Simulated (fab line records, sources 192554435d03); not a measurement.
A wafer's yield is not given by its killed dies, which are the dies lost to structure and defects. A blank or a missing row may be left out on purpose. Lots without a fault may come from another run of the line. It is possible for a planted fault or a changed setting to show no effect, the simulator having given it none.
Chamber matching / flow n5-finfet / N5_HKMG_FIN_STRIP_57 on rie-diel-02: 4 sister chambers
The step strips in CF4. 22 wafers are shown with their chamber, then 11 later ones without.

## EACH WAFER AND ITS CHAMBER
wafer=L077.1; chamber=3; showerhead-plenum-p-Torr (Torr)=1.79; drypump-motor-current-A (A)=5.56; throttle-valve-pct (%)=14.03
wafer=L077.2; chamber=1; showerhead-plenum-p-Torr (Torr)=1.87; drypump-motor-current-A (A)=5.87; throttle-valve-pct (%)=13.86
wafer=L077.3; chamber=2; showerhead-plenum-p-Torr (Torr)=1.79; drypump-motor-current-A (A)=5.36; throttle-valve-pct (%)=13.60
wafer=L078.2; chamber=1; showerhead-plenum-p-Torr (Torr)=1.87; drypump-motor-current-A (A)=5.87; throttle-valve-pct (%)=13.88
wafer=L078.3; chamber=3; showerhead-plenum-p-Torr (Torr)=1.79; drypump-motor-current-A (A)=5.56; throttle-valve-pct (%)=14.03
wafer=L078.6; chamber=2; showerhead-plenum-p-Torr (Torr)=1.79; drypump-motor-current-A (A)=5.41; throttle-valve-pct (%)=13.62
wafer=L079.1; chamber=0; showerhead-plenum-p-Torr (Torr)=1.80; drypump-motor-current-A (A)=5.61; throttle-valve-pct (%)=13.67
wafer=L079.4; chamber=2; showerhead-plenum-p-Torr (Torr)=1.79; drypump-motor-current-A (A)=5.40; throttle-valve-pct (%)=13.62
wafer=L079.5; chamber=2; showerhead-plenum-p-Torr (Torr)=1.79; drypump-motor-current-A (A)=5.43; throttle-valve-pct (%)=13.62
wafer=L080.2; chamber=0; showerhead-plenum-p-Torr (Torr)=1.80; drypump-motor-current-A (A)=5.62; throttle-valve-pct (%)=13.67
wafer=L080.3; chamber=2; showerhead-plenum-p-Torr (Torr)=1.79; drypump-motor-current-A (A)=5.36; throttle-valve-pct (%)=13.61
wafer=L080.6; chamber=2; showerhead-plenum-p-Torr (Torr)=1.79; drypump-motor-current-A (A)=5.39; throttle-valve-pct (%)=13.62
wafer=L082.2; chamber=2; showerhead-plenum-p-Torr (Torr)=1.79; drypump-motor-current-A (A)=5.36; throttle-valve-pct (%)=13.63
wafer=L082.3; chamber=3; showerhead-plenum-p-Torr (Torr)=1.78; drypump-motor-current-A (A)=5.57; throttle-valve-pct (%)=14.06
wafer=L082.5; chamber=3; showerhead-plenum-p-Torr (Torr)=1.78; drypump-motor-current-A (A)=5.57; throttle-valve-pct (%)=14.03
wafer=L087.3; chamber=0; showerhead-plenum-p-Torr (Torr)=1.80; drypump-motor-current-A (A)=5.63; throttle-valve-pct (%)=13.71
wafer=L087.4; chamber=2; showerhead-plenum-p-Torr (Torr)=1.78; drypump-motor-current-A (A)=5.40; throttle-valve-pct (%)=13.67
wafer=L087.5; chamber=3; showerhead-plenum-p-Torr (Torr)=1.78; drypump-motor-current-A (A)=5.57; throttle-valve-pct (%)=14.09
wafer=L088.1; chamber=0; showerhead-plenum-p-Torr (Torr)=1.80; drypump-motor-current-A (A)=5.56; throttle-valve-pct (%)=13.70
wafer=L088.4; chamber=3; showerhead-plenum-p-Torr (Torr)=1.78; drypump-motor-current-A (A)=5.56; throttle-valve-pct (%)=14.09
wafer=L088.5; chamber=1; showerhead-plenum-p-Torr (Torr)=1.87; drypump-motor-current-A (A)=5.86; throttle-valve-pct (%)=13.90
wafer=L089.1; chamber=2; showerhead-plenum-p-Torr (Torr)=1.78; drypump-motor-current-A (A)=5.42; throttle-valve-pct (%)=13.67

SIGNATURES, as means of the wafers listed above
reading=showerhead-plenum-p-Torr; chamber 0=1.8000; chamber 1=1.8700; chamber 2=1.7878; chamber 3=1.7833; scatter within a chamber=0.00401
reading=drypump-motor-current-A; chamber 0=5.6050; chamber 1=5.8667; chamber 2=5.3922; chamber 3=5.5650; scatter within a chamber=0.0222
reading=throttle-valve-pct; chamber 0=13.6875; chamber 1=13.8800; chamber 2=13.6289; chamber 3=14.0550; scatter within a chamber=0.0251
Rule: a wafer's distance from a chamber is the root of the sum, over the readings, of the square of ((its reading less the chamber's mean) divided by the reading's scatter). The wafer belongs to the nearest chamber; if the next one is less than 2 further off, it can't be placed. The scatter: take each reading less its chamber's mean, square it, sum over the shown wafers, divide by the number of wafers less the number of chambers, and take the root.

## WAFERS WITH NO CHAMBER GIVEN
wafer=L089.2; showerhead-plenum-p-Torr (Torr)=1.78; drypump-motor-current-A (A)=5.57; throttle-valve-pct (%)=14.08
wafer=L089.6; showerhead-plenum-p-Torr (Torr)=1.78; drypump-motor-current-A (A)=5.57; throttle-valve-pct (%)=14.10
wafer=L090.3; showerhead-plenum-p-Torr (Torr)=1.80; drypump-motor-current-A (A)=5.55; throttle-valve-pct (%)=13.71
wafer=L090.4; showerhead-plenum-p-Torr (Torr)=1.78; drypump-motor-current-A (A)=5.57; throttle-valve-pct (%)=14.09
wafer=L090.5; showerhead-plenum-p-Torr (Torr)=1.86; drypump-motor-current-A (A)=5.87; throttle-valve-pct (%)=13.93
wafer=L091.2; showerhead-plenum-p-Torr (Torr)=1.86; drypump-motor-current-A (A)=5.84; throttle-valve-pct (%)=13.92
wafer=L091.3; showerhead-plenum-p-Torr (Torr)=1.80; drypump-motor-current-A (A)=5.58; throttle-valve-pct (%)=13.73
wafer=L091.6; showerhead-plenum-p-Torr (Torr)=1.78; drypump-motor-current-A (A)=5.56; throttle-valve-pct (%)=14.10
wafer=L096.2; showerhead-plenum-p-Torr (Torr)=1.86; drypump-motor-current-A (A)=5.84; throttle-valve-pct (%)=13.95
wafer=L096.5; showerhead-plenum-p-Torr (Torr)=1.78; drypump-motor-current-A (A)=5.39; throttle-valve-pct (%)=13.71
wafer=L096.6; showerhead-plenum-p-Torr (Torr)=1.86; drypump-motor-current-A (A)=5.84; throttle-valve-pct (%)=13.95

## CHAMBER TAKEN BY EACH
wafer=L089.2; from the rows above=3; in truth=3
wafer=L089.6; from the rows above=3; in truth=3
wafer=L090.3; from the rows above=0; in truth=0
wafer=L090.4; from the rows above=3; in truth=3
wafer=L090.5; from the rows above=1; in truth=1
wafer=L091.2; from the rows above=1; in truth=1
wafer=L091.3; from the rows above=0; in truth=0
wafer=L091.6; from the rows above=3; in truth=3
wafer=L096.2; from the rows above=1; in truth=1
wafer=L096.5; from the rows above=2; in truth=2
wafer=L096.6; from the rows above=1; in truth=1
Correct placement for 11 of the 11. Not placeable from these rows: 0. 0 placed wrongly.
